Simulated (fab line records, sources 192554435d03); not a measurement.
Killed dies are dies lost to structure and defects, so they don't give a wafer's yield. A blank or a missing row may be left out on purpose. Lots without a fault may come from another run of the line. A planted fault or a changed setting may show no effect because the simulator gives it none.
Which tool did it? | flow n5_finfet | 8 lots, 24 wafers sampled, at 3 steps of a route of 1938

WHAT THE GAUGES READ, wafer by wafer
N5_BEOL_M0_SAQP_INSPECT_42: inspects for defects (brightfield).
lot  | measured     | on                | raw_defect_count
L657 | day 5 17:53  | defect_inspect-02 | 246 158 256
L661 | day 6 15:23  | defect_inspect-01 | 323 420 232
L663 | day 7 08:43  | defect_inspect-01 | 176 143 211
L664 | day 7 12:33  | defect_inspect-01 | 1587 1576 1471
L665 | day 7 15:41  | defect_inspect-02 | 1372 1507 1488
L669 | day 8 18:43  | defect_inspect-01 | 272 299 181
L676 | day 10 09:50 | defect_inspect-01 | 231 332 265
L677 | day 10 13:47 | defect_inspect-01 | 307 222 350

WHICH TOOL RAN EACH LOT (tool, then ch and the chambers of the sampled wafers, then the start)
lot  | N5_BEOL_M0_SAQP_ETCH_102        | N5_BEOL_M0_SAQP_RECESS_109
L657 | rie_si-04 ch 1,2,3, day 5 15:45 | vapor_etch-02 ch 0,1, day 5 16:29
L661 | rie_si-04 ch 1,2, day 6 13:23   | vapor_etch-01 ch 0,1, day 6 14:06
L663 | rie_si-04 ch 0,1,3, day 7 05:58 | vapor_etch-01 ch 0,1, day 7 07:02
L664 | rie_si-04 ch 0,1, day 7 10:14   | vapor_etch-02 ch 0,1, day 7 11:01
L665 | rie_si-04 ch 0,1, day 7 13:29   | vapor_etch-01 ch 0,1, day 7 14:14
L669 | rie_si-05 ch 1,3, day 8 16:40   | vapor_etch-01 ch 0,1, day 8 17:26
L676 | rie_si-02 ch 1,3, day 10 07:41  | vapor_etch-02 ch 1, day 10 08:26
L677 | rie_si-05 ch 0,2, day 10 11:45  | vapor_etch-02 ch 0,1, day 10 12:29
- N5_BEOL_M0_SAQP_ETCH_102: etches SiO2 in CF4, target depth 4 nm, time 4.4 s.
- N5_BEOL_M0_SAQP_RECESS_109: chemistry HF/NH3, target SiO2, target depth 3 nm, afs cycles 1, sublimation time 60 s.

THE ANSWER, worked out from the rows above alone
Rule: what is usual is taken from the lots themselves. Put in order of their means at a reading, lots are off if they are a third of the lots or fewer, leave a main group of 4 or more, and stand apart from it by a gap of 3 or more times the standard deviation of the main group's means; of several such gaps the widest counts. A main group whose means are all the same, to the digits that the tables above print for the reading, isn't used. A lot without any number at a reading at which 4 lots or more have one is off too. The other lots that the step has rows for count as sound.
Off: L664, L665, at N5_BEOL_M0_SAQP_INSPECT_42 (raw_defect_count). The main group: mean 257, standard deviation 49.
A tool fits if, at a process step before that reading, it ran every lot that is off, and no sound lot after the first of them. The gauges at N5_BEOL_M0_SAQP_INSPECT_42 are tried like those tools. One fits: rie_si-04 at N5_BEOL_M0_SAQP_ETCH_102. Its last sound lot is L663 (day 7 05:58), its first lot that is off L664 (day 7 10:14): a fault that began between those two fits.

WHAT THE SIMULATOR HAD PUT IN
Chamber particle source: rie_si-04, from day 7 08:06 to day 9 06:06, at N5_BEOL_M0_SAQP_ETCH_102. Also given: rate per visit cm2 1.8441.
Lots struck among those shown: L664, L665. The rule above found the same.
